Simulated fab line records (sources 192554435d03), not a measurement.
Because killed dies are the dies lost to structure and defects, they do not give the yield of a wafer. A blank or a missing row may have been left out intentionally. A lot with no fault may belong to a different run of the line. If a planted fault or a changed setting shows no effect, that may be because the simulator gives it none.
fab line records | flow n5_finfet
[record] lots = 24 wafers = 72 last_day = 18
route steps=1938 shown FIN_SAQP@101 FIN_CUT@163
lots with no fault: from the same line, run without faults
start_h: hours from the record's opening day to when the first of the lot's shown wafers began | wait_h: hours since the lot's step before | " unchanged from the row above | L1.1+2: several wafers, shown together as one row | - no value, or no start given | * or withheld: withheld | < > ~ a bound
route shown NAME@n: NAME is a module with steps in the file, n the number in the route of the first one | usual: mean/standard deviation taken from wafers without a fault | same: alike in all rows | chamber/n: place in a boat | sites: the reading at each site | _std_site: how widely they spread, as a standard deviation | _edge_site: the outer-site mean with the inner-site mean subtracted | radius_mm: how far each site lies from the wafer's centre | mask NAME#n: copy n | behind: the most recent tool/chamber to have shaped the wafer | hold: why the lot went on hold/how many hours it stayed there/how the hold came to an end | device: the n, p or np transistor that did not switch | end of line: the same wafers' tests at the end of the route | for a step that has no rows: nothing shown but its recipe | killed: not the wafer's yield, but the dies lost to structure and defects at the first sort | map: shows each die of a wafer: x if killed, . if not, _ if none is there
set.NAME: setting as actually run; set.NAME@STEP: the setting as run at that earlier step | model.NAME: the simulator's own value behind a step, which no gauge read
the route's steps for a sample of lots (tables are steps, rows are wafers)
services: a tool's chamber out of use, with start hour (start_h, from the record's first day; less than 0 if before it), hours out, and reason
[[steps]]
[step N5_FIN_SAQP_THK_MEAS_07]
[usual] thk_nm = 59.8/0.89
// columns lot.wafer tool chamber start_h wait_h thk_nm
L074.1 film_metro-01 - 21.10 0.1 60.2
L074.3 " - " " 60.2
L074.5 " - " " 60.6
L075.2 film_metro-02 - 27.58 0.1 59.9
L075.3 " - " " 59.0
L075.4 " - " " 59.3
L076.1 film_metro-02 - 33.52 0.1 59.0
L076.3 " - " " 59.6
L076.5 " - " " 60.5
L077.3 film_metro-01 - 39.09 0.1 60.8
L077.4 " - " " 61.0
L077.6 " - " " 60.6
L078.1 film_metro-01 - 45.60 0.1 60.5
L078.4 " - " " 59.8
L078.6 " - " " 60.6
L079.1 film_metro-02 - 52.79 0.1 59.5
L079.4 " - " " 60.5
L079.6 " - " " 61.1
L080.1 film_metro-01 - 59.59 0.1 60.2
L080.2 " - " " 60.1
L080.3 " - " " 60.2
L081.3 film_metro-02 - 64.36 0.1 58.8
L081.5 " - " " 59.0
L081.6 " - " " 59.9
L082.2 film_metro-02 - 68.64 0.1 58.9
L082.4 " - " " 60.0
L082.6 " - " " 59.9
L083.1 film_metro-02 - 75.23 0.1 59.6
L083.2 " - " " 59.4
L083.6 " - " " 60.7
L084.1 film_metro-01 - 81.38 0.1 57.3
L084.2 " - " " 59.8
L084.4 " - " " 59.0
L085.1 film_metro-01 - 88.66 0.1 59.2
L085.2 " - " " 59.3
L085.3 " - " " 58.4
L086.2 film_metro-01 - 94.58 0.1 58.4
L086.3 " - " " 59.5
L086.6 " - " " 59.4
L087.1 film_metro-02 - 99.45 0.1 58.7
L087.3 " - " " 59.9
L087.5 " - " " 60.0
L088.1 film_metro-01 - 105.41 0.1 59.6
L088.2 " - " " 60.4
L088.6 " - " " 59.8
L089.1 film_metro-01 - 112.33 0.1 59.0
L089.2 " - " " 58.3
L089.5 " - " " 59.2
L090.3 film_metro-02 - 117.37 0.1 60.2
L090.4 " - " " 59.7
L090.5 " - " " 60.5
L091.1 film_metro-01 - 123.05 0.1 59.9
L091.3 " - " " 60.1
L091.5 " - " " 60.6
L092.1 film_metro-02 - 131.48 0.1 58.4
L092.2 " - " " 57.9
L092.3 " - " " 56.6
L093.2 film_metro-01 - 135.50 0.1 59.4
L093.4 " - " " 59.2
L093.6 " - " " 58.4
L094.1 film_metro-01 - 141.12 0.1 59.7
L094.5 " - " " 60.6
L094.6 " - " " 60.5
L095.1 film_metro-02 - 147.43 0.1 58.4
L095.5 " - " " 58.6
L095.6 " - " " 60.6
L096.3 film_metro-02 - 153.74 0.1 59.6
L096.4 " - " " 60.6
L096.5 " - " " 60.9
L097.3 film_metro-02 - 159.43 0.1 58.8
L097.5 " - " " 59.9
L097.6 " - " " 60.1
[step N5_FIN_SAQP_ETCH_65]
[recipe] chemistry = CF4 target = SiO2 target_depth_a = 40 ion_energy_ev = 350 time_s = 4.4 pressure_mtorr = 10 icp_w = 800 bias_w = 400 cf4_flow_sccm = 80
[usual] drypump_motor_current_A = 5.43/0.26 oes_product_au = 1.001/0.023 throttle_valve_pct = 21.72/0.18
// columns lot.wafer tool chamber start_h wait_h drypump_motor_current_A oes_product_au rf_hours_counter_h throttle_valve_pct
L074.1 rie_si-03 0 23.84 0.1 5.81 1.037 62 21.48
L074.3 " 3 " " 5.06 1.006 111 21.72
L074.5 " 2 " " 5.38 1.055 - 21.38
L075.2 rie_si-01 3 30.37 0.1 5.82 1.013 196 21.57
L075.3 " 1 " " 5.31 0.979 142 21.66
L075.4 " 0 " " 5.67 1.031 192 21.70
L076.1 rie_si-05 0 36.35 0.1 5.27 0.995 195 21.99
L076.3 " 3 " " 5.86 0.997 7 21.79
L076.5 " 0 " " 5.25 1.003 - 21.99
L077.3 rie_si-01 2 41.83 0.1 5.18 0.988 131 21.63
L077.4 " 1 " " 5.30 0.962 142 21.64
L077.6 " 0 " " 5.66 1.017 - 21.69
L078.1 rie_si-03 1 48.98 0.1 5.60 0.974 155 21.94
L078.4 " 0 " " 5.86 1.023 62 21.49
L078.6 " 2 " " 5.30 1.051 - 21.38
L079.1 rie_si-01 0 55.57 0.1 5.66 1.019 192 21.69
L079.4 " 3 " " 5.80 1.018 196 21.57
L079.6 " 1 " " 5.30 0.962 - 21.66
L080.1 rie_si-01 1 62.73 0.1 5.34 0.980 143 21.66
L080.2 " 3 " " 5.84 1.024 196 21.57
L080.3 " 2 " " 5.24 0.976 131 21.62
L081.3 rie_si-05 0 67.32 0.1 5.25 0.997 196 22.01
L081.5 " 0 " " 5.25 1.007 - 22.00
L081.6 " 1 " " 5.36 1.002 - 22.09
L082.2 rie_si-03 3 71.62 0.1 5.08 1.004 112 21.72
L082.4 " 2 " " 5.32 1.066 174 21.36
L082.6 " 2 " " 5.32 1.049 - 21.40
L083.1 rie_si-01 3 78.44 0.1 5.82 1.019 197 21.57
L083.2 " 2 " " 5.22 0.993 132 21.61
L083.6 " 3 " " 5.85 1.028 - 21.57
L084.1 rie_si-05 2 84.14 0.1 5.04 0.997 94 21.92
L084.2 " 1 " " 5.37 0.997 90 22.10
L084.4 " 3 " " 5.80 0.997 7 21.78
L085.1 rie_si-01 3 91.55 0.1 5.82 1.028 197 21.58
L085.2 " 0 " " 5.66 1.012 193 21.66
L085.3 " 2 " " 5.17 0.993 132 21.62
L086.2 rie_si-01 3 97.47 0.1 5.82 1.017 197 21.57
L086.3 " 2 " " 5.23 0.972 132 21.62
L086.6 " 3 " " 5.83 1.004 - 21.57
L087.1 rie_si-01 3 102.20 0.1 5.81 1.031 197 21.57
L087.3 " 0 " " 5.66 1.016 193 21.68
L087.5 " 2 " " 5.20 0.989 - 21.63
L088.1 rie_si-01 3 108.42 0.1 5.83 1.022 197 21.56
L088.2 " 1 " " 5.30 0.956 143 21.64
L088.6 " 2 " " 5.17 0.992 - 21.63
L089.1 rie_si-01 3 115.09 0.1 5.83 1.025 197 21.57
L089.2 " 1 " " 5.30 0.970 144 21.66
L089.5 " 3 " " 5.84 1.022 - 21.57
L090.3 rie_si-05 1 120.33 0.1 5.34 0.985 90 22.09
L090.4 " 0 " " 5.26 0.988 197 22.00
L090.5 " 2 " " 5.03 0.993 - 21.90
L091.1 rie_si-01 0 127.14 0.1 5.70 1.022 194 21.69
L091.3 " 1 " " 5.32 0.972 144 21.65
L091.5 " 2 " " 5.20 0.989 - 21.62
L092.1 rie_si-01 1 134.31 0.1 5.29 0.979 145 21.66
L092.2 " 0 " " 5.65 1.008 195 21.69
L092.3 " 0 " " 5.66 1.012 - 21.71
L093.2 rie_si-01 1 138.87 0.1 5.33 0.963 145 21.64
L093.4 " 1 " " 5.30 0.975 - 21.65
L093.6 " 0 " " 5.68 1.021 - 21.69
L094.1 rie_si-03 1 145.04 0.1 5.53 0.979 156 21.95
L094.5 " 0 " " 5.82 1.034 - 21.49
L094.6 " 1 " " 5.56 0.983 - 21.93
L095.1 rie_si-03 3 150.61 0.1 5.04 1.002 113 21.72
L095.5 " 2 " " 5.33 1.052 - 21.38
L095.6 " 1 " " 5.52 0.986 - 21.93
L096.3 rie_si-05 2 156.78 0.1 5.03 0.998 96 21.92
L096.4 " 3 " " 5.82 0.996 - 21.78
L096.5 " 1 " " 5.38 0.992 - 22.10
L097.3 rie_si-05 3 162.22 0.1 5.86 1.000 9 21.76
L097.5 " 2 " " 5.06 0.994 - 21.92
L097.6 " 1 " " 5.33 0.992 - 22.10
[step N5_FIN_SAQP_ETCH_69]
[recipe] chemistry = N2/H2 target = SOC target_depth_a = 1500 stop_on = SiNx ion_energy_ev = 100 bias_w = 61 pressure_mtorr = 30 source_w = 850 n2_flow_sccm = 200 h2_flow_sccm = 200
[usual] drypump_motor_current_A = 5.8/0.51 oes_product_au = 0.78/0.068 rf_vpp_V = 241.0/1.4 showerhead_plenum_p_Torr = 2.56/0.084 throttle_valve_pct = 17.72/0.22
// columns lot.wafer tool chamber start_h wait_h drypump_motor_current_A oes_product_au rf_hours_counter_h rf_vpp_V showerhead_plenum_p_Torr throttle_valve_pct
L074.1 rie_diel-01 2 24.40 - 6.3 0.72 199 239.2 2.50 17.57
L074.3 " 0 " " 5.7 0.78 110 242.0 2.56 17.53
L074.5 " 1 " " 6.4 0.84 - 240.2 2.48 17.52
L075.2 rie_diel-01 2 30.93 - 6.3 0.72 200 241.0 2.50 17.58
L075.3 " 1 " " 6.4 0.84 63 240.3 2.48 17.50
L075.4 " 3 " " 5.3 0.94 9 241.0 2.50 17.57
L076.1 rie_diel-01 1 36.91 - 6.4 0.84 65 239.7 2.48 17.51
L076.3 " 3 " " 5.3 0.93 12 241.8 2.50 17.57
L076.5 " 2 " " 6.3 0.71 - 240.2 2.50 17.58
L077.3 rie_diel-06 0 42.51 - 6.7 0.71 215 241.9 2.62 18.02
L077.4 " 2 " " 5.9 0.82 76 241.8 2.71 17.81
L077.6 " 0 " " 6.7 0.70 - 241.5 2.62 18.04
L078.1 rie_diel-01 1 49.54 - 6.4 0.83 70 240.1 2.48 17.52
L078.4 " 3 " " 5.3 0.92 16 241.1 2.50 17.57
L078.6 " 0 " " 5.7 0.78 - 241.3 2.55 17.53
L079.1 rie_diel-02 3 56.15 - 5.2 0.75 151 243.0 2.67 18.35
L079.4 " 2 " " 5.1 0.94 7 240.9 2.50 17.47
L079.6 " 1 " " 5.5 0.71 - 242.8 2.64 17.59
L080.1 rie_diel-01 3 63.36 - 5.3 0.91 21 239.5 2.50 17.57
L080.2 " 2 " " 6.3 0.70 213 240.2 2.49 17.60
L080.3 " 1 " " 6.4 0.82 75 240.5 2.48 17.54
L081.3 rie_diel-01 1 68.00 - 6.4 0.82 76 239.5 2.47 17.53
L081.5 " 1 " " 6.4 0.82 - 237.9 2.47 17.54
L081.6 " 2 " " 6.3 0.70 - 240.2 2.49 17.60
L082.2 rie_diel-02 1 72.33 - 5.5 0.71 178 240.2 2.63 17.61
L082.4 " 3 " " 5.2 0.74 157 242.2 2.67 18.37
L082.6 " 3 " " 5.2 0.74 - 242.0 2.67 18.36
L083.1 rie_diel-01 0 79.04 - 5.8 0.77 128 241.4 2.55 17.55
L083.2 " 2 " " 6.3 0.70 218 240.6 2.49 17.58
L083.6 " 0 " " 5.8 0.77 - 241.0 2.55 17.55
L084.1 rie_diel-02 0 84.70 - 6.1 0.84 49 242.1 2.60 17.43
L084.2 " 2 " " 5.1 0.92 18 238.7 2.49 17.48
L084.4 " 3 " " 5.2 0.75 162 241.4 2.67 18.38
L085.1 rie_diel-01 1 92.23 - 6.4 0.82 84 239.2 2.47 17.57
L085.2 " 2 " " 6.2 0.70 222 241.5 2.49 17.61
L085.3 " 3 " " 5.3 0.89 31 240.6 2.50 17.61
L086.2 rie_diel-06 1 98.04 - 5.2 0.77 104 243.4 2.66 17.84
L086.3 " 3 " " 5.6 0.76 120 240.3 2.46 17.70
L086.6 " 3 " " 5.6 0.77 - 239.7 2.46 17.67
L087.1 rie_diel-06 1 102.79 - 5.2 0.77 106 242.9 2.66 17.85
L087.3 " 0 " " 6.7 0.69 239 242.0 2.61 18.08
L087.5 " 0 " " 6.7 0.69 - 242.2 2.61 18.05
L088.1 rie_diel-06 0 109.21 - 6.7 0.69 241 241.4 2.61 18.08
L088.2 " 2 " " 5.9 0.79 102 242.4 2.69 17.86
L088.6 " 1 " " 5.2 0.76 - 242.3 2.66 17.84
L089.1 rie_diel-06 3 115.65 - 5.6 0.76 126 238.8 2.46 17.69
L089.2 " 0 " " 6.7 0.68 243 241.2 2.61 18.08
L089.5 " 1 " " 5.2 0.76 - 242.4 2.66 17.86
L090.3 rie_diel-06 0 120.89 - 6.7 0.68 246 241.7 2.61 18.09
L090.4 " 1 " " 5.2 0.76 - 242.2 2.66 17.84
L090.5 " 0 " " 6.7 0.68 - 242.3 2.61 18.07
L091.1 rie_diel-06 0 127.72 - 6.7 0.68 248 239.9 2.61 18.09
L091.3 " 1 " " 5.2 0.75 114 243.9 2.66 17.87
L091.5 " 3 " " 5.6 0.76 - 238.5 2.45 17.69
L092.1 rie_diel-01 3 134.94 - 5.3 0.86 45 238.8 2.49 17.63
L092.2 " 2 " " 6.3 0.69 236 239.9 2.48 17.64
L092.3 " 0 " " 5.7 0.75 147 238.1 2.54 17.60
L093.2 rie_diel-06 1 139.43 - 5.2 0.75 119 240.1 2.66 17.87
L093.4 " 2 " " 5.9 0.79 - 241.5 2.69 17.89
L093.6 " 3 " " 5.6 0.75 - 241.1 2.45 17.69
L094.1 rie_diel-02 1 145.60 - 5.5 0.68 205 240.5 2.62 17.65
L094.5 " 2 " " 5.1 0.87 - 239.8 2.49 17.52
L094.6 " 3 " " 5.1 0.72 - 241.5 2.66 18.39
L095.1 rie_diel-06 1 151.18 - 5.2 0.75 124 243.0 2.65 17.90
L095.5 " 1 " " 5.2 0.74 - 243.2 2.65 17.89
L095.6 " 3 " " 5.6 0.75 - 238.3 2.45 17.71
L096.3 rie_diel-06 3 157.35 - 5.7 0.74 143 237.7 2.45 17.72
L096.4 " 0 " " 6.7 0.95 1 241.4 2.61 17.64
L096.5 " 0 " " 6.7 0.95 - 241.3 2.61 17.65
L097.3 rie_diel-06 3 162.79 - 5.7 0.75 144 239.2 2.45 17.73
L097.5 " 3 " " 5.6 0.74 - 240.1 2.45 17.73
L097.6 " 2 " " 5.9 0.77 - 243.0 2.69 17.88
[step N5_FIN_SAQP_RECESS_71]
[recipe] chemistry = HF/NH3 target = SiO2 target_depth_a = 30 afs_cycles = 1 temp_c = 30 sublimation_temp_c = 180 sublimation_time_s = 60
[usual] drypump_motor_current_A = 6.0/0.51 temp_c = 30.01/0.11
// columns lot.wafer tool chamber start_h wait_h drypump_motor_current_A temp_c
L074.1 vapor_etch-01 0 24.57 0.0 6.6 29.84
L074.3 " 1 " " 6.2 29.95
L074.5 " 0 " " 6.6 29.88
L075.2 vapor_etch-01 1 31.09 0.0 6.2 29.95
L075.3 " 1 " " 6.2 29.91
L075.4 " 0 " " 6.6 29.98
L076.1 vapor_etch-02 1 37.07 0.0 6.0 30.08
L076.3 " 1 " " 6.0 29.89
L076.5 " 1 " " 6.0 29.98
L077.3 vapor_etch-02 1 42.71 0.1 6.0 29.97
L077.4 " 0 " " 5.2 30.25
L077.6 " 0 " " 5.2 30.22
L078.1 vapor_etch-02 0 49.70 0.0 5.2 30.12
L078.4 " 1 " " 6.0 29.97
L078.6 " 0 " " 5.2 30.07
L079.1 vapor_etch-01 1 56.31 0.0 6.2 30.05
L079.4 " 1 " " 6.2 30.00
L079.6 " 0 " " 6.6 29.89
L080.1 vapor_etch-01 0 63.52 0.0 6.6 30.04
L080.2 " 1 " " 6.2 30.06
L080.3 " 1 " " 6.2 30.11
L081.3 vapor_etch-01 0 68.20 0.1 6.6 30.10
L081.5 " 0 " " 6.6 30.08
L081.6 " 1 " " 6.2 30.07
L082.2 vapor_etch-02 0 72.49 0.0 5.2 30.03
L082.4 " 1 " " 6.0 29.85
L082.6 " 1 " " 6.0 30.02
L083.1 vapor_etch-02 0 79.20 0.0 5.2 30.05
L083.2 " 1 " " 6.0 30.09
L083.6 " 0 " " 5.2 29.96
L084.1 vapor_etch-01 1 84.86 0.0 6.2 30.11
L084.2 " 0 " " 6.6 30.12
L084.4 " 1 " " 6.2 30.12
L085.1 vapor_etch-02 1 92.39 0.0 6.0 30.18
L085.2 " 0 " " 5.2 30.05
L085.3 " 0 " " 5.2 30.11
L086.2 vapor_etch-02 0 98.20 0.0 5.2 29.92
L086.3 " 0 " " 5.2 30.10
L086.6 " 1 " " 6.0 30.20
L087.1 vapor_etch-02 0 102.95 0.0 5.2 30.10
L087.3 " 0 " " 5.2 30.18
L087.5 " 0 " " 5.2 30.14
L088.1 vapor_etch-01 0 109.38 0.0 6.6 29.91
L088.2 " 1 " " 6.2 29.88
L088.6 " 0 " " 6.5 30.16
L089.1 vapor_etch-01 1 115.81 0.0 6.2 29.97
L089.2 " 0 " " 6.6 30.21
L089.5 " 0 " " 6.6 30.05
L090.3 vapor_etch-02 1 121.10 0.1 6.0 30.18
L090.4 " 0 " " 5.2 29.88
L090.5 " 1 " " 6.0 30.04
L091.1 vapor_etch-02 0 127.88 0.0 5.2 30.03
L091.3 " 0 " " 5.2 29.90
L091.5 " 0 " " 5.2 30.07
L092.1 vapor_etch-01 1 135.10 0.0 6.2 30.22
L092.2 " 0 " " 6.6 29.92
L092.3 " 0 " " 6.5 29.97
L093.2 vapor_etch-01 1 139.60 0.0 6.2 29.93
L093.4 " 0 " " 6.6 30.02
L093.6 " 0 " " 6.6 29.87
L094.1 vapor_etch-02 1 145.76 0.0 6.0 30.03
L094.5 " 1 " " 6.0 30.07
L094.6 " 0 " " 5.2 29.91
L095.1 vapor_etch-01 0 151.34 0.0 6.6 30.09
L095.5 " 0 " " 6.6 29.83
L095.6 " 1 " " 6.2 30.16
L096.3 vapor_etch-02 1 157.55 0.1 6.0 29.96
L096.4 " 0 " " 5.2 30.04
L096.5 " 1 " " 6.0 29.88
L097.3 vapor_etch-01 0 162.99 0.1 6.6 29.90
L097.5 " 1 " " 6.2 29.93
L097.6 " 0 " " 6.6 29.92
[step N5_FIN_SAQP_ETCH_64]
[recipe] chemistry = CF4 target = SiO2 target_depth_a = 15 ion_energy_ev = 350 pressure_mtorr = 10 icp_w = 800 bias_w = 400 cf4_flow_sccm = 80
[usual] drypump_motor_current_A = 5.45/0.27 oes_product_au = 1.006/0.026 throttle_valve_pct = 21.65/0.18
// columns lot.wafer tool chamber start_h wait_h drypump_motor_current_A oes_product_au rf_hours_counter_h throttle_valve_pct
L074.1 rie_si-01 0 25.54 0.0 5.66 1.013 192 21.69
L074.3 " 3 " " 5.83 1.018 196 21.57
L074.5 " 0 " " 5.63 1.010 - 21.69
L075.2 rie_si-03 1 32.64 0.0 5.55 0.989 154 21.93
L075.3 " 0 " " 5.82 1.025 62 21.47
L075.4 " 3 " " 5.07 0.999 111 21.72
L076.1 rie_si-01 3 38.26 0.0 5.83 1.024 196 21.55
L076.3 " 2 " " 5.20 0.989 131 21.62
L076.5 " 3 " " 5.80 1.017 - 21.56
L077.3 rie_si-03 1 44.42 0.0 5.58 0.992 155 21.92
L077.4 " 2 " " 5.34 1.060 173 21.37
L077.6 " 0 " " 5.82 1.036 - 21.48
L078.1 rie_si-01 0 50.84 0.0 5.67 1.017 192 21.68
L078.4 " 2 " " 5.19 0.982 131 21.62
L078.6 " 0 " " 5.67 1.009 - 21.69
L079.1 rie_si-03 0 57.30 0.0 5.84 1.035 62 21.48
L079.4 " 1 " " 5.56 0.998 155 21.94
L079.6 " 3 " " 5.07 1.010 - 21.73
L080.1 rie_si-03 2 64.63 0.0 5.33 1.060 173 21.38
L080.2 " 1 " " 5.58 0.985 155 21.94
L080.3 " 3 " " 5.07 0.994 112 21.70
L081.3 rie_si-03 1 69.14 0.0 5.59 0.996 155 21.95
L081.5 " 0 " " 5.83 1.028 - 21.48
L081.6 " 1 " " 5.57 0.989 - 21.94
L082.2 rie_si-01 3 73.48 0.0 5.81 1.022 196 21.57
L082.4 " 0 " " 5.67 1.021 193 21.67
L082.6 " 3 " " 5.81 1.027 - 21.58
L083.1 rie_si-03 2 80.19 0.0 5.34 1.058 174 21.37
L083.2 " 0 " " 5.84 1.038 63 21.49
L083.6 " 1 " " 5.56 0.982 - 21.94
L084.1 rie_si-03 2 85.93 0.0 5.34 1.049 174 21.37
L084.2 " 3 " " 5.04 0.992 112 21.70
L084.4 " 0 " " 5.78 1.019 63 21.46
L085.1 rie_si-03 1 94.63 0.0 5.55 0.991 156 21.93
L085.2 " 3 " " 5.05 0.987 112 21.73
L085.3 " 0 " " 5.83 1.031 63 21.48
L086.2 rie_si-01 0 99.53 0.0 5.67 1.017 193 21.69
L086.3 " 2 " " 5.20 0.996 132 21.62
L086.6 " 2 " " 5.22 0.987 - 21.60
L087.1 rie_si-01 1 103.99 0.1 5.33 0.963 143 21.65
L087.3 " 3 " " 5.83 1.022 197 21.56
L087.5 " 1 " " 5.32 0.964 - 21.65
L088.1 rie_si-05 3 110.38 0.0 5.82 0.990 8 21.79
L088.2 " 1 " " 5.34 0.995 90 22.09
L088.6 " 2 " " 5.04 0.994 - 21.90
L089.1 rie_si-03 0 117.10 0.0 5.84 1.031 63 21.49
L089.2 " 2 " " 5.31 1.048 174 21.39
L089.5 " 2 " " 5.31 1.058 - 21.39
L090.3 rie_si-01 0 122.33 0.0 5.68 1.021 194 21.68
L090.4 " 2 " " 5.20 0.994 - 21.64
L090.5 " 1 " " 5.31 0.963 - 21.66
L091.1 rie_si-01 0 128.87 0.0 5.68 1.020 194 21.70
L091.3 " 1 " " 5.33 0.979 144 21.66
L091.5 " 1 " " 5.32 0.971 - 21.66
L092.1 rie_si-01 1 136.15 0.0 5.30 0.974 145 21.66
L092.2 " 0 " " 5.66 1.019 195 21.70
L092.3 " 0 " " 5.67 1.017 - 21.69
L093.2 rie_si-05 2 140.95 0.0 5.04 1.003 95 21.92
L093.4 " 1 " " 5.38 1.000 - 22.11
L093.6 " 2 " " 5.05 1.000 - 21.92
L094.1 rie_si-01 0 147.32 0.0 5.66 1.007 195 21.69
L094.5 " 1 " " 5.32 0.968 - 21.66
L094.6 " 0 " " 5.67 1.011 - 21.68
L095.1 rie_si-03 1 152.36 0.0 5.53 0.981 156 21.95
L095.5 " 2 " " 5.32 1.062 - 21.39
L095.6 " 1 " " 5.53 0.996 - 21.93
L096.3 rie_si-01 2 158.58 0.0 5.19 0.994 133 21.61
L096.4 " 3 " " 5.81 1.009 0 21.32
L096.5 " 3 " " 5.82 1.004 - 21.33
L097.3 rie_si-03 1 163.93 0.0 5.56 0.979 157 21.92
L097.5 " 1 " " 5.60 0.987 - 21.94
L097.6 " 0 " " 5.81 1.034 - 21.49
[step N5_FIN_CUT_CD_MEAS_08]
[recipe] target_cd_nm = 29.1 landing_energy_ev = 500 detector = se_inlens polarity = opening
[usual] cd_nm = 29.17/0.24
// columns lot.wafer tool chamber start_h wait_h cd_nm
L074.1 cd_sem-01 0 26.24 - 29.72
L074.3 " 0 " " 29.34
L074.5 " 0 " " 29.13
L075.2 cd_sem-03 0 33.35 - 28.91
L075.3 " 0 " " 29.48
L075.4 " 0 " " 29.31
L076.1 cd_sem-01 0 38.83 - 29.18
L076.3 " 0 " " 29.13
L076.5 " 0 " " 28.60
L077.3 cd_sem-03 0 45.12 - 29.40
L077.4 " 0 " " 29.29
L077.6 " 0 " " 29.22
L078.1 cd_sem-01 0 51.54 - 29.08
L078.4 " 0 " " 29.15
L078.6 " 0 " " 28.67
L079.1 cd_sem-01 0 58.00 - 29.08
L079.4 " 0 " " 29.28
L079.6 " 0 " " 29.20
L080.1 cd_sem-03 0 67.51 - 28.85
L080.2 " 0 " " 28.94
L080.3 " 0 " " 28.94
L081.3 cd_sem-01 0 69.84 - 29.15
L081.5 " 0 " " 29.19
L081.6 " 0 " " 29.06
L082.2 cd_sem-03 0 74.05 - 29.12
L082.4 " 0 " " 28.78
L082.6 " 0 " " 29.22
L083.1 cd_sem-02 0 80.88 - 28.80
L083.2 " 0 " " 28.80
L083.6 " 0 " " 28.79
L084.1 cd_sem-03 0 86.63 - 29.44
L084.2 " 0 " " 29.29
L084.4 " 0 " " 29.70
L085.1 cd_sem-01 0 95.20 - 29.22
L085.2 " 0 " " 28.88
L085.3 " 0 " " 29.64
L086.2 cd_sem-01 0 100.11 - 29.26
L086.3 " 0 " " 29.48
L086.6 " 0 " " 29.34
L087.1 cd_sem-01 0 104.70 - 29.15
L087.3 " 0 " " 29.15
L087.5 " 0 " " 29.26
L088.1 cd_sem-02 0 111.08 - 29.03
L088.2 " 0 " " 29.26
L088.6 " 0 " " 29.10
L089.1 cd_sem-03 0 117.67 - 28.94
L089.2 " 0 " " 29.46
L089.5 " 0 " " 28.84
L090.3 cd_sem-03 0 122.90 - 29.33
L090.4 " 0 " " 29.64
L090.5 " 0 " " 29.28
L091.1 cd_sem-03 0 129.57 - 29.11
L091.3 " 0 " " 29.28
L091.5 " 0 " " 29.14
L092.1 cd_sem-02 0 136.90 - 29.41
L092.2 " 0 " " 28.90
L092.3 " 0 " " 29.22
L093.2 cd_sem-03 0 141.65 - 29.23
L093.4 " 0 " " 28.95
L093.6 " 0 " " 29.20
L094.1 cd_sem-01 0 148.01 - 28.96
L094.5 " 0 " " 28.88
L094.6 " 0 " " 28.64
L095.1 cd_sem-02 0 153.07 - 29.04
L095.5 " 0 " " 29.27
L095.6 " 0 " " 28.66
L096.3 cd_sem-03 0 159.16 - 29.30
L096.4 " 0 " " 29.29
L096.5 " 0 " " 29.22
L097.3 cd_sem-03 0 164.63 - 29.33
L097.5 " 0 " " 29.09
L097.6 " 0 " " 29.11
[[services]]
// columns tool chamber start_h hours kind
rie_si-05 3 8.72 4.0 repair
vapor_etch-01 - 14.65 2.8 pm
rie_si-01 2 21.23 8.5 repair
rie_diel-06 3 64.66 2.3 repair
rie_diel-06 1 65.05 7.5 repair
rie_diel-02 - 69.83 0.6 repair
rie_si-01 - 71.69 0.3 repair
rie_diel-02 0 76.98 6.3 repair
rie_si-05 - 78.81 0.6 repair
vapor_etch-01 - 84.43 0.4 repair
rie_si-01 - 85.38 0.3 repair
rie_si-05 1 97.70 1.4 repair
rie_diel-06 2 114.80 11.1 repair
rie_si-01 3 121.84 - clean
rie_si-01 3 121.84 19.9 scheduled_down
rie_si-01 3 121.84 19.9 vent_cycle
rie_si-05 - 125.17 14.6 pm
rie_si-03 - 125.61 14.6 pm
rie_si-01 2 130.59 6.1 repair
rie_si-01 - 137.86 0.6 repair
rie_si-03 0 148.88 4.4 repair
rie_si-01 0 158.83 - clean
rie_si-01 0 158.83 25.4 scheduled_down
rie_si-01 0 158.83 25.4 vent_cycle
[[key]]
fault none
